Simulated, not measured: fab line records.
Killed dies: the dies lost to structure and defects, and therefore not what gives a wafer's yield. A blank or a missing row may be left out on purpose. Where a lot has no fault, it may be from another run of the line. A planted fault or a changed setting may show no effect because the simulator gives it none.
Chamber matching || flow n5 finfet || N5_BEOL_M6_ETCH_65 on rie diel-02: 4 sister chambers
The step etches SiARC in CF4, target depth 15.6 nm, time 26 s. 14 wafers are shown with their chamber, then 7 later ones without.

WAFERS, EACH WITH ITS CHAMBER
{"wafer": "L080.3", "chamber": 1, "showerhead plenum p Torr (Torr)": 2.25, "drypump motor current A (A)": 5.8, "throttle valve pct (%)": 15.84}
{"wafer": "L080.4", "chamber": 3, "showerhead plenum p Torr (Torr)": 2.19, "drypump motor current A (A)": 5.4, "throttle valve pct (%)": 15.43}
{"wafer": "L080.5", "chamber": 1, "showerhead plenum p Torr (Torr)": 2.25, "drypump motor current A (A)": 5.8, "throttle valve pct (%)": 15.84}
{"wafer": "L083.1", "chamber": 3, "showerhead plenum p Torr (Torr)": 2.18, "drypump motor current A (A)": 5.4, "throttle valve pct (%)": 15.45}
{"wafer": "L083.3", "chamber": 1, "showerhead plenum p Torr (Torr)": 2.25, "drypump motor current A (A)": 5.8, "throttle valve pct (%)": 15.85}
{"wafer": "L083.6", "chamber": 3, "showerhead plenum p Torr (Torr)": 2.18, "drypump motor current A (A)": 5.4, "throttle valve pct (%)": 15.41}
{"wafer": "L084.4", "chamber": 3, "showerhead plenum p Torr (Torr)": 2.18, "drypump motor current A (A)": 5.4, "throttle valve pct (%)": 15.44}
{"wafer": "L084.5", "chamber": 3, "showerhead plenum p Torr (Torr)": 2.18, "drypump motor current A (A)": 5.4, "throttle valve pct (%)": 15.43}
{"wafer": "L084.6", "chamber": 2, "showerhead plenum p Torr (Torr)": 2.19, "drypump motor current A (A)": 6.8, "throttle valve pct (%)": 15.53}
{"wafer": "L086.3", "chamber": 1, "showerhead plenum p Torr (Torr)": 2.25, "drypump motor current A (A)": 5.8, "throttle valve pct (%)": 15.85}
{"wafer": "L086.4", "chamber": 2, "showerhead plenum p Torr (Torr)": 2.19, "drypump motor current A (A)": 6.7, "throttle valve pct (%)": 15.53}
{"wafer": "L086.5", "chamber": 1, "showerhead plenum p Torr (Torr)": 2.25, "drypump motor current A (A)": 5.8, "throttle valve pct (%)": 15.86}
{"wafer": "L089.1", "chamber": 0, "showerhead plenum p Torr (Torr)": 2.09, "drypump motor current A (A)": 5.9, "throttle valve pct (%)": 15.57}
{"wafer": "L089.4", "chamber": 3, "showerhead plenum p Torr (Torr)": 2.18, "drypump motor current A (A)": 5.4, "throttle valve pct (%)": 15.48}

SIGNATURES (means of the wafers above)
{"reading": "showerhead plenum p Torr", "chamber 0": 2.0900, "chamber 1": 2.2500, "chamber 2": 2.1900, "chamber 3": 2.1817, "scatter within a chamber": 0.00289}
{"reading": "drypump motor current A", "chamber 0": 5.900, "chamber 1": 5.800, "chamber 2": 6.750, "chamber 3": 5.400, "scatter within a chamber": 0.0224}
{"reading": "throttle valve pct", "chamber 0": 15.5700, "chamber 1": 15.8480, "chamber 2": 15.5300, "chamber 3": 15.4400, "scatter within a chamber": 0.0175}
Rule: for each reading, subtract the chamber's mean from the wafer's reading, divide by that reading's scatter and square the result; add these up over the readings and take the root, which gives the wafer's distance from the chamber. The wafer belongs to the nearest chamber; if the next one is less than 2 further off, it can't be placed. The scatter: the root of (the sum of the squares of (reading less its chamber's mean) over the shown wafers, divided by (wafers less chambers)).

WAFERS WITHOUT THEIR CHAMBER
{"wafer": "L089.6", "showerhead plenum p Torr (Torr)": 2.19, "drypump motor current A (A)": 6.7, "throttle valve pct (%)": 15.57}
{"wafer": "L090.1", "showerhead plenum p Torr (Torr)": 2.24, "drypump motor current A (A)": 5.8, "throttle valve pct (%)": 15.87}
{"wafer": "L090.3", "showerhead plenum p Torr (Torr)": 2.09, "drypump motor current A (A)": 5.9, "throttle valve pct (%)": 15.57}
{"wafer": "L090.4", "showerhead plenum p Torr (Torr)": 2.19, "drypump motor current A (A)": 6.7, "throttle valve pct (%)": 15.56}
{"wafer": "L094.1", "showerhead plenum p Torr (Torr)": 2.08, "drypump motor current A (A)": 5.9, "throttle valve pct (%)": 15.58}
{"wafer": "L094.2", "showerhead plenum p Torr (Torr)": 2.18, "drypump motor current A (A)": 6.7, "throttle valve pct (%)": 15.57}
{"wafer": "L094.4", "showerhead plenum p Torr (Torr)": 2.24, "drypump motor current A (A)": 5.8, "throttle valve pct (%)": 15.90}

WHICH CHAMBER EACH WENT THROUGH
{"wafer": "L089.6", "from the rows above": 2, "in truth": 2}
{"wafer": "L090.1", "from the rows above": 1, "in truth": 1}
{"wafer": "L090.3", "from the rows above": 0, "in truth": 0}
{"wafer": "L090.4", "from the rows above": 2, "in truth": 2}
{"wafer": "L094.1", "from the rows above": 0, "in truth": 0}
{"wafer": "L094.2", "from the rows above": 2, "in truth": 2}
{"wafer": "L094.4", "from the rows above": 1, "in truth": 1}
Correctly placed: 7 of 7. Number that these rows cannot place: 0. Placed wrongly: 0.
